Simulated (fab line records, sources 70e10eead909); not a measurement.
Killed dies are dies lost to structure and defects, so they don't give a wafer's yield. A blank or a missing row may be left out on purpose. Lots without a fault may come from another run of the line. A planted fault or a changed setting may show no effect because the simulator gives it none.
Chamber matching | flow nand_harc | NHARC_P_GATE_ETCH_32 on rie_si-02: 4 sister chambers
The step etches the open film in HBr/Cl2, target depth 150 nm, time 100.1 s. 14 wafers are shown with their chamber, then 7 later ones without.

WAFERS WITH THEIR CHAMBER
wafer  | chamber | oes_product_au (a.u.) | throttle_valve_pct (%)
L076.1 | 0       | 1.000                 | 26.399
L076.2 | 3       | 1.000                 | 26.413
L076.4 | 1       | 1.003                 | 26.414
L078.1 | 2       | 0.995                 | 26.396
L078.3 | 0       | 0.992                 | 26.390
L078.5 | 3       | 1.002                 | 26.394
L079.1 | 0       | 1.005                 | 26.394
L079.2 | 2       | 0.997                 | 26.428
L079.4 | 3       | 0.999                 | 26.395
L083.2 | 0       | 1.001                 | 26.399
L083.3 | 3       | 1.003                 | 26.405
L083.5 | 3       | 0.992                 | 26.419
L087.1 | 3       | 1.008                 | 26.411
L087.3 | 2       | 0.986                 | 26.406

SIGNATURES (means of the wafers above)
reading            | chamber 0 | chamber 1 | chamber 2 | chamber 3 | scatter within a chamber
oes_product_au     | 0.99950   | 1.00300   | 0.99267   | 1.00067   | 0.00545
throttle_valve_pct | 26.39550  | 26.41400  | 26.41000  | 26.40617  | 0.0105
Rule: a wafer's distance from a chamber is the root of the sum, over the readings, of the square of ((its reading less the chamber's mean) divided by the reading's scatter). The wafer belongs to the nearest chamber; if the next one is less than 2 further off, it can't be placed. The scatter: the root of (the sum of the squares of (reading less its chamber's mean) over the shown wafers, divided by (wafers less chambers)).

WAFERS WITHOUT THEIR CHAMBER
wafer  | oes_product_au (a.u.) | throttle_valve_pct (%)
L087.5 | 0.986                 | 26.406
L092.2 | 0.988                 | 26.386
L092.5 | 0.991                 | 26.403
L092.6 | 0.994                 | 26.407
L093.4 | 0.987                 | 26.415
L093.5 | 0.995                 | 26.415
L093.6 | 0.992                 | 26.421

WHICH CHAMBER EACH WENT THROUGH
wafer  | from the rows above               | in truth
L087.5 | can't be placed: 2 or 0 or 3 or 1 | 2
L092.2 | can't be placed: 0 or 2 or 3 or 1 | 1
L092.5 | can't be placed: 2 or 0 or 3 or 1 | 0
L092.6 | can't be placed: 2 or 3 or 0 or 1 | 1
L093.4 | can't be placed: 2 or 3 or 1 or 0 | 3
L093.5 | can't be placed: 2 or 3 or 1 or 0 | 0
L093.6 | can't be placed: 2 or 1 or 3 or 0 | 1
Placed correctly: 0 of 7. Can't be placed from these rows: 7 (the true chamber is among the candidates in 7). Placed wrongly: 0.
